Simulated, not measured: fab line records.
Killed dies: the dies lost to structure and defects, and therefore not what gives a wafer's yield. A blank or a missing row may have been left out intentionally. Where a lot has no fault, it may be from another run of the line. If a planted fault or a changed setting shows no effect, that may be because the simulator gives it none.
fab line records || flow n5-finfet
record: {"lots": 6, "wafers": 18, "last-day": 18}
route steps=1938 shown HKMG_FIN@416
lots with no fault: from the same line, run without faults
start-h: hours from the record's opening day to when the first of the lot's shown wafers began || wait-h: time in hours since the lot's previous step || " as in the row above || L1.1+2: several wafers, shown together as one row || - no value present, or no start provided || * or withheld: withheld || < > ~ a bound
route shown NAME@n: a module of which the file shows steps, and the number in the route of the first || usual: the fault-free wafers' mean and standard deviation || same: alike in all rows || chamber/n: place in a boat || sites: readings site by site || _std_site: the standard deviation of these || _edge_site: outer sites' mean less inner sites' || radius-mm: for every site, how far away it sits from the centre of the wafer || mask NAME#n: copy n || behind: tool/chamber where the wafer was last shaped || hold: what put the lot on hold/how long, in hours/how the hold closed || device: the transistor (n, p or np) that didn't switch || end of line: at the end of the route, the tests of the same wafers || a step without rows: its recipe alone || killed: dies lost to structure and defects at the first sort, not the wafer's yield || map: the dies of a wafer, with x for killed, . for not killed, _ for no die there
set.NAME: the setting that was run; set.NAME@STEP: the one run at that earlier step || model.NAME: the simulator's own value behind a step, which no gauge read
lots at selected steps of the route; one table per step, one row per wafer
services: the hour from which a tool's chamber was out of use, counted from the record's first day as start-h (under 0 if before that day), plus the number of hours and why
== steps ==
step: N5_HKMG_FIN_WET_ETCH_65
recipe: {"chemistry": "TMAH", "temp-c": 70, "conc-wt-pct": 5, "target": "a-Si", "stop-on": "TiN", "time-s": 49, "target-depth-nm": 3}
step: N5_HKMG_FIN_WET_ETCH_81
recipe: {"chemistry": "SC1", "target": "TiN", "stop-on": "HfO2", "mix": "1:1:5", "temp-c": 60, "time-s": 57, "target-depth-nm": 6}
step: N5_HKMG_FIN_WET_ETCH_82
recipe: {"chemistry": "dHCl", "mix": "1:10000", "temp-c": 25, "target": "La2O3", "stop-on": "HfO2", "target-depth-nm": 2, "dry": "ipa-marangoni", "rinse-time-s": 30, "rinse-temp-c": 23}
step: N5_HKMG_FIN_ALD_36
recipe: {"material": "TiN", "target-thk-a": 10, "temp-c": 400, "ald-precursor-family": "TiCl4", "ald-co-reactant": "NH3", "pulse-time-s": 1, "purge-time-s": 3, "co-reactant-purge-time-s": 2, "co-reactant-pulse-time-s": 2, "ald-cycles": 47, "pressure-torr": 3}
usual: {"heater-power-w": "850/85", "precursor-pulse-height-rel": "0.999/0.021"}
{"lot.wafer": "L314.2", "tool": "ald-metal-03", "chamber": 0, "start-h": 83.06, "wait-h": 0.0, "heater-power-w": 804, "precursor-pulse-height-rel": 1.013}
{"lot.wafer": "L314.3", "tool": "ald-metal-03", "chamber": 3, "start-h": 83.06, "wait-h": 0.0, "heater-power-w": 807, "precursor-pulse-height-rel": 0.989}
{"lot.wafer": "L314.5", "tool": "ald-metal-03", "chamber": 0, "start-h": 83.06, "wait-h": 0.0, "heater-power-w": 788, "precursor-pulse-height-rel": 1.014}
{"lot.wafer": "L327.1", "tool": "ald-metal-03", "chamber": 1, "start-h": 158.80, "wait-h": 0.1, "heater-power-w": 982, "precursor-pulse-height-rel": 0.973}
{"lot.wafer": "L327.3", "tool": "ald-metal-03", "chamber": 2, "start-h": 158.80, "wait-h": 0.1, "heater-power-w": 904, "precursor-pulse-height-rel": 1.012}
{"lot.wafer": "L327.5", "tool": "ald-metal-03", "chamber": 0, "start-h": 158.80, "wait-h": 0.1, "heater-power-w": 794, "precursor-pulse-height-rel": 0.991}
{"lot.wafer": "L328.2", "tool": "ald-metal-02", "chamber": 3, "start-h": 166.57, "wait-h": 0.1, "heater-power-w": 925, "precursor-pulse-height-rel": 0.972}
{"lot.wafer": "L328.4", "tool": "ald-metal-02", "chamber": 0, "start-h": 166.57, "wait-h": 0.1, "heater-power-w": 780, "precursor-pulse-height-rel": 0.981}
{"lot.wafer": "L328.5", "tool": "ald-metal-02", "chamber": 3, "start-h": 166.57, "wait-h": 0.1, "heater-power-w": 930, "precursor-pulse-height-rel": 0.982}
{"lot.wafer": "L329.1", "tool": "ald-metal-03", "chamber": 3, "start-h": 168.93, "wait-h": 0.0, "heater-power-w": 806, "precursor-pulse-height-rel": 0.997}
{"lot.wafer": "L329.4", "tool": "ald-metal-03", "chamber": 1, "start-h": 168.93, "wait-h": 0.0, "heater-power-w": 1008, "precursor-pulse-height-rel": 0.971}
{"lot.wafer": "L329.6", "tool": "ald-metal-03", "chamber": 1, "start-h": 168.93, "wait-h": 0.0, "heater-power-w": 1003, "precursor-pulse-height-rel": 0.985}
{"lot.wafer": "L335.1", "tool": "ald-metal-03", "chamber": 0, "start-h": 206.24, "wait-h": 0.0, "heater-power-w": 799, "precursor-pulse-height-rel": 0.989}
{"lot.wafer": "L335.2", "tool": "ald-metal-03", "chamber": 2, "start-h": 206.24, "wait-h": 0.0, "heater-power-w": 881, "precursor-pulse-height-rel": 0.966}
{"lot.wafer": "L335.4", "tool": "ald-metal-03", "chamber": 1, "start-h": 206.24, "wait-h": 0.0, "heater-power-w": 977, "precursor-pulse-height-rel": 1.003}
{"lot.wafer": "L336.2", "tool": "ald-metal-02", "chamber": 0, "start-h": 211.38, "wait-h": 0.0, "heater-power-w": 766, "precursor-pulse-height-rel": 1.017}
{"lot.wafer": "L336.5", "tool": "ald-metal-02", "chamber": 0, "start-h": 211.38, "wait-h": 0.0, "heater-power-w": 761, "precursor-pulse-height-rel": 1.029}
{"lot.wafer": "L336.6", "tool": "ald-metal-02", "chamber": 3, "start-h": 211.38, "wait-h": 0.0, "heater-power-w": 945, "precursor-pulse-height-rel": 1.010}
step: N5_HKMG_FIN_THK_MEAS_70
recipe: {"thk-meas-gauge": "xrf", "reads": "HfO2_of_HKMG_FIN_HK_ALD_01"}
usual: {"HK_THK": "1.620/0.022"}
{"lot.wafer": "L314.2", "tool": "film-metro-02", "chamber": "-", "start-h": 83.34, "wait-h": 0.2, "HK_THK[nm]": 1.566}
{"lot.wafer": "L314.3", "tool": "film-metro-02", "chamber": "-", "start-h": 83.34, "wait-h": 0.2, "HK_THK[nm]": 1.588}
{"lot.wafer": "L314.5", "tool": "film-metro-02", "chamber": "-", "start-h": 83.34, "wait-h": 0.2, "HK_THK[nm]": 1.579}
{"lot.wafer": "L327.1", "tool": "film-metro-01", "chamber": "-", "start-h": 159.08, "wait-h": 0.2, "HK_THK[nm]": 1.608}
{"lot.wafer": "L327.3", "tool": "film-metro-01", "chamber": "-", "start-h": 159.08, "wait-h": 0.2, "HK_THK[nm]": 1.617}
{"lot.wafer": "L327.5", "tool": "film-metro-01", "chamber": "-", "start-h": 159.08, "wait-h": 0.2, "HK_THK[nm]": 1.587}
{"lot.wafer": "L328.2", "tool": "film-metro-01", "chamber": "-", "start-h": 166.86, "wait-h": 0.2, "HK_THK[nm]": 1.614}
{"lot.wafer": "L328.4", "tool": "film-metro-01", "chamber": "-", "start-h": 166.86, "wait-h": 0.2, "HK_THK[nm]": 1.607}
{"lot.wafer": "L328.5", "tool": "film-metro-01", "chamber": "-", "start-h": 166.86, "wait-h": 0.2, "HK_THK[nm]": 1.602}
{"lot.wafer": "L329.1", "tool": "film-metro-02", "chamber": "-", "start-h": 169.21, "wait-h": 0.2, "HK_THK[nm]": 1.633}
{"lot.wafer": "L329.4", "tool": "film-metro-02", "chamber": "-", "start-h": 169.21, "wait-h": 0.2, "HK_THK[nm]": 1.667}
{"lot.wafer": "L329.6", "tool": "film-metro-02", "chamber": "-", "start-h": 169.21, "wait-h": 0.2, "HK_THK[nm]": 1.651}
{"lot.wafer": "L335.1", "tool": "film-metro-02", "chamber": "-", "start-h": 206.52, "wait-h": 0.2, "HK_THK[nm]": 1.622}
{"lot.wafer": "L335.2", "tool": "film-metro-02", "chamber": "-", "start-h": 206.52, "wait-h": 0.2, "HK_THK[nm]": 1.611}
{"lot.wafer": "L335.4", "tool": "film-metro-02", "chamber": "-", "start-h": 206.52, "wait-h": 0.2, "HK_THK[nm]": 1.619}
{"lot.wafer": "L336.2", "tool": "film-metro-02", "chamber": "-", "start-h": 211.66, "wait-h": 0.2, "HK_THK[nm]": 1.627}
{"lot.wafer": "L336.5", "tool": "film-metro-02", "chamber": "-", "start-h": 211.66, "wait-h": 0.2, "HK_THK[nm]": 1.622}
{"lot.wafer": "L336.6", "tool": "film-metro-02", "chamber": "-", "start-h": 211.66, "wait-h": 0.2, "HK_THK[nm]": 1.611}
step: N5_HKMG_FIN_PWFM_ALD_03
recipe: {"material": "TiN", "target-thk-a": 20, "temp-c": 400, "ald-precursor-family": "TiCl4", "ald-co-reactant": "NH3", "pulse-time-s": 1, "purge-time-s": 3, "co-reactant-purge-time-s": 2, "co-reactant-pulse-time-s": 2, "ald-cycles": 91, "pressure-torr": 3}
usual: {"heater-power-w": "862/82", "precursor-pulse-height-rel": "0.997/0.019"}
{"lot.wafer": "L314.2", "tool": "ald-metal-04", "chamber": 1, "start-h": 83.38, "wait-h": 0.0, "heater-power-w": 892, "precursor-pulse-height-rel": 1.017}
{"lot.wafer": "L314.3", "tool": "ald-metal-04", "chamber": 0, "start-h": 83.38, "wait-h": 0.0, "heater-power-w": 819, "precursor-pulse-height-rel": 0.973}
{"lot.wafer": "L314.5", "tool": "ald-metal-04", "chamber": 2, "start-h": 83.38, "wait-h": 0.0, "heater-power-w": 933, "precursor-pulse-height-rel": 0.998}
{"lot.wafer": "L327.1", "tool": "ald-metal-04", "chamber": 3, "start-h": 159.12, "wait-h": 0.0, "heater-power-w": 871, "precursor-pulse-height-rel": 0.968}
{"lot.wafer": "L327.3", "tool": "ald-metal-04", "chamber": 2, "start-h": 159.12, "wait-h": 0.0, "heater-power-w": 959, "precursor-pulse-height-rel": 0.998}
{"lot.wafer": "L327.5", "tool": "ald-metal-04", "chamber": 2, "start-h": 159.12, "wait-h": 0.0, "heater-power-w": 978, "precursor-pulse-height-rel": 0.956}
{"lot.wafer": "L328.2", "tool": "ald-metal-04", "chamber": 3, "start-h": 166.89, "wait-h": 0.0, "heater-power-w": 867, "precursor-pulse-height-rel": 0.977}
{"lot.wafer": "L328.4", "tool": "ald-metal-04", "chamber": 0, "start-h": 166.89, "wait-h": 0.0, "heater-power-w": 828, "precursor-pulse-height-rel": 1.013}
{"lot.wafer": "L328.5", "tool": "ald-metal-04", "chamber": 2, "start-h": 166.89, "wait-h": 0.0, "heater-power-w": 975, "precursor-pulse-height-rel": 1.018}
{"lot.wafer": "L329.1", "tool": "ald-metal-02", "chamber": 3, "start-h": 169.25, "wait-h": 0.0, "heater-power-w": 902, "precursor-pulse-height-rel": 1.003}
{"lot.wafer": "L329.4", "tool": "ald-metal-02", "chamber": 2, "start-h": 169.25, "wait-h": 0.0, "heater-power-w": 705, "precursor-pulse-height-rel": 0.992}
{"lot.wafer": "L329.6", "tool": "ald-metal-02", "chamber": 1, "start-h": 169.25, "wait-h": 0.0, "heater-power-w": 774, "precursor-pulse-height-rel": 0.992}
{"lot.wafer": "L335.1", "tool": "ald-metal-02", "chamber": 0, "start-h": 206.56, "wait-h": 0.0, "heater-power-w": 732, "precursor-pulse-height-rel": 0.979}
{"lot.wafer": "L335.2", "tool": "ald-metal-02", "chamber": 1, "start-h": 206.56, "wait-h": 0.0, "heater-power-w": 770, "precursor-pulse-height-rel": 0.983}
{"lot.wafer": "L335.4", "tool": "ald-metal-02", "chamber": 2, "start-h": 206.56, "wait-h": 0.0, "heater-power-w": 695, "precursor-pulse-height-rel": 0.998}
{"lot.wafer": "L336.2", "tool": "ald-metal-03", "chamber": 0, "start-h": 211.70, "wait-h": 0.0, "heater-power-w": 781, "precursor-pulse-height-rel": 1.016}
{"lot.wafer": "L336.5", "tool": "ald-metal-03", "chamber": 3, "start-h": 211.70, "wait-h": 0.0, "heater-power-w": 799, "precursor-pulse-height-rel": 0.979}
{"lot.wafer": "L336.6", "tool": "ald-metal-03", "chamber": 0, "start-h": 211.70, "wait-h": 0.0, "heater-power-w": 812, "precursor-pulse-height-rel": 1.057}
step: N5_HKMG_FIN_COAT_29
recipe: {"resist": "SOC", "temp-c": 250, "time-s": 60, "spin-rpm": 1500, "resist-thk-nm": 300}
step: N5_HKMG_FIN_COAT_30
recipe: {"resist": "SiARC", "temp-c": 220, "time-s": 60, "spin-rpm": 1500, "resist-thk-nm": 35}
step: N5_HKMG_FIN_COAT_06
recipe: {"resist": "CAR-ArF", "spin-rpm": 1500, "resist-thk-nm": 90}
step: N5_HKMG_FIN_EBR_08
recipe: {"solvent": "PGMEA", "ebr-width-mm": 1.5}
step: N5_HKMG_FIN_SOFTBAKE_07
recipe: {"temp-c": 110, "time-s": 60, "resist": "CAR-ArF"}
step: N5_HKMG_FIN_EXPOSE_09
recipe: {"mask-id": "NWFM", "na": 1.35, "source-shape": "conventional", "sigma-outer": 0.8, "polarization": "unpolarized", "dose-mj": 39.25}
step: N5_HKMG_FIN_PEB_10
recipe: {"peb-temp-c": "withheld", "peb-time-s": 60, "resist": "CAR-ArF"}
usual: {"chill-plate-temp-C": "23.00/0.11", "exhaust-pa": "45.1/0.83", "peb-time-s": "60/0"}
{"lot.wafer": "L314.2", "tool": "litho-track-01", "chamber": 0, "start-h": 84.02, "wait-h": 0.0, "chill-plate-temp-C": 22.97, "exhaust-pa": 45.3, "peb-time-s": 60}
{"lot.wafer": "L314.3", "tool": "litho-track-01", "chamber": 0, "start-h": 84.02, "wait-h": 0.0, "chill-plate-temp-C": 22.80, "exhaust-pa": 44.5, "peb-time-s": 60}
{"lot.wafer": "L314.5", "tool": "litho-track-01", "chamber": 0, "start-h": 84.02, "wait-h": 0.0, "chill-plate-temp-C": 23.09, "exhaust-pa": 45.1, "peb-time-s": 60}
{"lot.wafer": "L327.1", "tool": "litho-track-04", "chamber": 0, "start-h": 159.89, "wait-h": 0.1, "chill-plate-temp-C": 23.14, "exhaust-pa": 43.1, "peb-time-s": 60}
{"lot.wafer": "L327.3", "tool": "litho-track-04", "chamber": 0, "start-h": 159.89, "wait-h": 0.1, "chill-plate-temp-C": 23.10, "exhaust-pa": 44.0, "peb-time-s": 60}
{"lot.wafer": "L327.5", "tool": "litho-track-04", "chamber": 0, "start-h": 159.89, "wait-h": 0.1, "chill-plate-temp-C": 23.18, "exhaust-pa": 44.5, "peb-time-s": 60}
{"lot.wafer": "L328.2", "tool": "litho-track-01", "chamber": "-", "start-h": 167.66, "wait-h": 0.0, "chill-plate-temp-C": "-", "exhaust-pa": "-", "peb-time-s": "-"}
{"lot.wafer": "L328.4", "tool": "litho-track-01", "chamber": "-", "start-h": 167.66, "wait-h": 0.0, "chill-plate-temp-C": "-", "exhaust-pa": "-", "peb-time-s": "-"}
{"lot.wafer": "L328.5", "tool": "litho-track-01", "chamber": "-", "start-h": 167.66, "wait-h": 0.0, "chill-plate-temp-C": "-", "exhaust-pa": "-", "peb-time-s": "-"}
{"lot.wafer": "L329.1", "tool": "litho-track-02", "chamber": "-", "start-h": 170.02, "wait-h": 0.1, "chill-plate-temp-C": "-", "exhaust-pa": "-", "peb-time-s": "-"}
{"lot.wafer": "L329.4", "tool": "litho-track-02", "chamber": "-", "start-h": 170.02, "wait-h": 0.1, "chill-plate-temp-C": "-", "exhaust-pa": "-", "peb-time-s": "-"}
{"lot.wafer": "L329.6", "tool": "litho-track-02", "chamber": "-", "start-h": 170.02, "wait-h": 0.1, "chill-plate-temp-C": "-", "exhaust-pa": "-", "peb-time-s": "-"}
{"lot.wafer": "L335.1", "tool": "litho-track-02", "chamber": 0, "start-h": 207.33, "wait-h": 0.1, "chill-plate-temp-C": 22.84, "exhaust-pa": 45.4, "peb-time-s": 60}
{"lot.wafer": "L335.2", "tool": "litho-track-02", "chamber": 0, "start-h": 207.33, "wait-h": 0.1, "chill-plate-temp-C": 23.08, "exhaust-pa": 45.1, "peb-time-s": 60}
{"lot.wafer": "L335.4", "tool": "litho-track-02", "chamber": 0, "start-h": 207.33, "wait-h": 0.1, "chill-plate-temp-C": 22.88, "exhaust-pa": 45.4, "peb-time-s": 60}
{"lot.wafer": "L336.2", "tool": "litho-track-02", "chamber": 0, "start-h": 212.34, "wait-h": 0.0, "chill-plate-temp-C": 23.02, "exhaust-pa": 45.6, "peb-time-s": 60}
{"lot.wafer": "L336.5", "tool": "litho-track-02", "chamber": 0, "start-h": 212.34, "wait-h": 0.0, "chill-plate-temp-C": 23.05, "exhaust-pa": 45.1, "peb-time-s": 60}
{"lot.wafer": "L336.6", "tool": "litho-track-02", "chamber": 0, "start-h": 212.34, "wait-h": 0.0, "chill-plate-temp-C": 23.08, "exhaust-pa": 44.7, "peb-time-s": 60}
step: N5_HKMG_FIN_DEVELOP_11
recipe: {"develop-time-s": 30, "developer": "TMAH", "resist": "CAR-ArF", "dev-temp-c": 23, "rinse-liquid": "diw", "dry": "air-spin"}
== services ==
{"tool": "litho-track-01", "chamber": "-", "start-h": 143.14, "hours": "-", "kind": "consumable-replace:filter"}
{"tool": "ald-metal-04", "chamber": 0, "start-h": 172.22, "hours": 17.7, "kind": "repair"}
{"tool": "ald-metal-04", "chamber": 1, "start-h": 188.14, "hours": 11.8, "kind": "repair"}
{"tool": "ald-metal-02", "chamber": 2, "start-h": 208.62, "hours": 5.0, "kind": "repair"}
== key ==
first-sign: {"step": "N5_HKMG_FIN_PEB_10", "reading": "tool-record", "direction": "missing"}
effect none on later readings
met-at N5_HKMG_FIN_PEB_10
struck-wafers L328.2,L328.4,L328.5,L329.1,L329.4,L329.6
later-rows-left-out L328.2,L328.4,L328.5,L329.1,L329.4,L329.6
sort-left-out L328.2,L328.4,L328.5,L329.1,L329.4,L329.6
onset-between 84.02 167.66
fault: {"kind": "skipped-step-whole", "tool": "litho-track-01,litho-track-02", "chamber": "-", "onset-h": 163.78, "steps": "N5_HKMG_FIN_PEB_10", "scope": "struck-lots-only"}
sort-left-out: the simulated sort isn't trusted on such a fault, so these wafers' sort isn't shown, and their yield isn't known
later-rows-left-out: the simulator's readings of these wafers behind a module that went badly wrong aren't trusted and aren't shown, but for the sort
